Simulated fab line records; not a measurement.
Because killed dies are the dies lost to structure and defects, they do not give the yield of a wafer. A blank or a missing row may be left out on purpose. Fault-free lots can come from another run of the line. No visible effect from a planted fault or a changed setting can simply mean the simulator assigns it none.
Matching of chambers + flow n5_finfet + N5_BEOL_M14_ETCH_59 on rie_diel-06: 4 sister chambers
The step etches BARC in N2/H2, target depth 89 nm, overetch 26.7 nm, time 67.9 s. 18 wafers are shown with their chamber, then 9 later ones without.

WAFERS, EACH WITH ITS CHAMBER
| wafer  | chamber | drypump_motor_current_A (A) | throttle_valve_pct (%) | oes_product_au (a.u.) |
|--------|---------|-----------------------------|------------------------|-----------------------|
| L074.1 | 1       | 5.6                         | 17.93                  | 0.67                  |
| L074.2 | 2       | 5.6                         | 17.51                  | 0.76                  |
| L074.3 | 3       | 4.9                         | 17.78                  | 0.59                  |
| L074.4 | 0       | 5.2                         | 17.08                  | 0.75                  |
| L074.5 | 0       | 5.2                         | 17.06                  | 0.75                  |
| L074.6 | 3       | 4.9                         | 17.79                  | 0.58                  |
| L076.3 | 1       | 5.6                         | 17.91                  | 0.67                  |
| L076.4 | 3       | 4.9                         | 17.78                  | 0.60                  |
| L076.5 | 2       | 5.7                         | 17.53                  | 0.77                  |
| L077.1 | 2       | 5.6                         | 17.54                  | 0.76                  |
| L077.5 | 1       | 5.6                         | 17.92                  | 0.66                  |
| L077.6 | 2       | 5.6                         | 17.51                  | 0.76                  |
| L081.2 | 2       | 5.6                         | 17.53                  | 0.75                  |
| L081.3 | 1       | 5.6                         | 17.94                  | 0.66                  |
| L081.4 | 3       | 4.9                         | 17.40                  | 0.84                  |
| L084.1 | 0       | 5.2                         | 17.14                  | 0.71                  |
| L084.2 | 1       | 5.6                         | 17.97                  | 0.65                  |
| L084.3 | 2       | 5.6                         | 17.58                  | 0.72                  |

SIGNATURES (averages over the wafers above)
| reading                 | chamber 0 | chamber 1 | chamber 2 | chamber 3 | scatter within a chamber |
|-------------------------|-----------|-----------|-----------|-----------|--------------------------|
| drypump_motor_current_A | 5.200     | 5.600     | 5.617     | 4.900     | 0.0244                   |
| throttle_valve_pct      | 17.0933   | 17.9340   | 17.5333   | 17.6875   | 0.0923                   |
| oes_product_au          | 0.7367    | 0.6620    | 0.7533    | 0.6525    | 0.0597                   |
Rule: a wafer's distance from a chamber is the root of the sum, over the readings, of the square of ((its reading less the chamber's mean) divided by the reading's scatter). The wafer belongs to the nearest chamber; if the next one is less than 2 further off, it can't be placed. How the scatter is found: for the shown wafers, subtract from each reading the mean of its chamber, square and add these, divide the total by (wafers less chambers), then take the root.

WAFERS MISSING THEIR CHAMBER
| wafer  | drypump_motor_current_A (A) | throttle_valve_pct (%) | oes_product_au (a.u.) |
|--------|-----------------------------|------------------------|-----------------------|
| L084.4 | 5.0                         | 17.43                  | 0.77                  |
| L084.5 | 5.6                         | 17.58                  | 0.72                  |
| L084.6 | 4.9                         | 17.46                  | 0.76                  |
| L087.1 | 4.9                         | 17.44                  | 0.76                  |
| L087.2 | 5.6                         | 17.96                  | 0.64                  |
| L087.5 | 4.9                         | 17.46                  | 0.75                  |
| L097.1 | 5.6                         | 17.61                  | 0.69                  |
| L097.2 | 5.6                         | 18.02                  | 0.63                  |
| L097.4 | 4.9                         | 17.50                  | 0.73                  |

EACH ONE'S CHAMBER
| wafer  | from the rows above | in truth |
|--------|---------------------|----------|
| L084.4 | 3                   | 3        |
| L084.5 | 2                   | 2        |
| L084.6 | 3                   | 3        |
| L087.1 | 3                   | 3        |
| L087.2 | 1                   | 1        |
| L087.5 | 3                   | 3        |
| L097.1 | 2                   | 2        |
| L097.2 | 1                   | 1        |
| L097.4 | 3                   | 3        |
Placed correctly: 9 of 9. Number that these rows cannot place: 0. Placed wrongly: 0.
